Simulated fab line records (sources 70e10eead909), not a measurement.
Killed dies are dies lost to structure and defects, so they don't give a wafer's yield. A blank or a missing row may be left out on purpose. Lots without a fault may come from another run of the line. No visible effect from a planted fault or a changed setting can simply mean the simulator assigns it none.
One fault through the eyes of 2 desks + flow nand harc + each desk has only its own numbers; what lay behind them comes last

THE TOOL OWNER'S DESK: rtp anneal-02
At NHARC_A_WL_FILL_RTA_01 (time 5 s), the tool's own readings, given per lot that ran on this tool as the mean of the sampled wafers with a number. If a lot's mean is further than 4 standard deviations from the usual mean, the lot is out of limits and carries the mark OUT (the distance appears in the brackets).
Columns: A = lamp power pct at NHARC_A_WL_FILL_RTA_01, usual 29.1 %; B = lamp_zone_1_pct at NHARC_A_WL_FILL_RTA_01, usual 29.1 %; C = lamp_zone_2_pct at NHARC_A_WL_FILL_RTA_01, usual 29.1 %; D = wafer_temp_C_max at NHARC_A_WL_FILL_RTA_01, usual 1004.6
| lot  | first seen here | A    | B    | C    | D               |
|------|-----------------|------|------|------|-----------------|
| L983 | day 15 08:55    | 26.2 | 26.2 | 26.2 | 1004.8          |
| L987 | day 15 09:04    | 26.2 | 26.2 | 26.2 | 1006.2          |
| L985 | day 15 16:29    | 26.3 | 26.2 | 26.3 | 1005.0          |
| L995 | day 18 02:40    | 23.5 | 23.5 | 23.5 | 966.5 (-39) OUT |
| L998 | day 18 17:31    | 23.4 | 23.5 | 23.5 | 965.2 (-40) OUT |
Finding of this desk: L995, L998 out of limits; the first was L995 at day 18 02:40, on wafer_temp_C_max at NHARC_A_WL_FILL_RTA_01. L983, L987, L985: within limits.

AT THE METROLOGY DESK
Means of the sampled wafers that have a number, per lot and without regard to the tool the lot ran on: this is what the gauges read. If a lot's mean is further than 4 standard deviations from the usual mean, the lot is out of limits and carries the mark OUT (the distance appears in the brackets).
Columns: A = cd nm at NHARC_A_SLIT_CD_MEAS_09, usual 300.2 nm
| lot  | first seen here | A     |
|------|-----------------|-------|
| L986 | day 14 21:17    | 300.1 |
| L983 | day 14 21:47    | 300.7 |
| L987 | day 14 23:08    | 299.3 |
| L985 | day 15 02:50    | 300.2 |
| L989 | day 15 08:11    | 300.2 |
| L990 | day 16 01:58    | 300.4 |
| L994 | day 17 09:54    | 300.2 |
| L995 | day 17 13:51    | 300.0 |
| L998 | day 18 05:34    | 300.1 |
| L999 | day 18 07:35    | 299.5 |
| L101 | day 19 01:25    | 300.2 |
| L104 | day 19 09:59    | 300.7 |
| L106 | day 19 21:53    | 300.0 |
This desk's verdict: no lot among the 13 shows anything out of limits.

BROUGHT TOGETHER
On L995, L998, at day 18 02:40, an alarm was possible from the tool owner's desk.
Nothing out of limits was seen by the metrology desk.
The metrology desk has L995, L998 on record, within its limits.
On rtp anneal-02, each named lot ran NHARC_A_WL_FILL_RTA_01.

WHAT HAD BEEN PUT IN BY THE SIMULATOR
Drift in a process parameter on rtp anneal-02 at NHARC_A_WL_FILL_RTA_01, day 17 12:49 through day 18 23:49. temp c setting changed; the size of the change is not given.
Struck lots among those shown: L995, L998.
Hours from the fault's start to each desk's first reading out of limits: the tool owner's desk, 14.
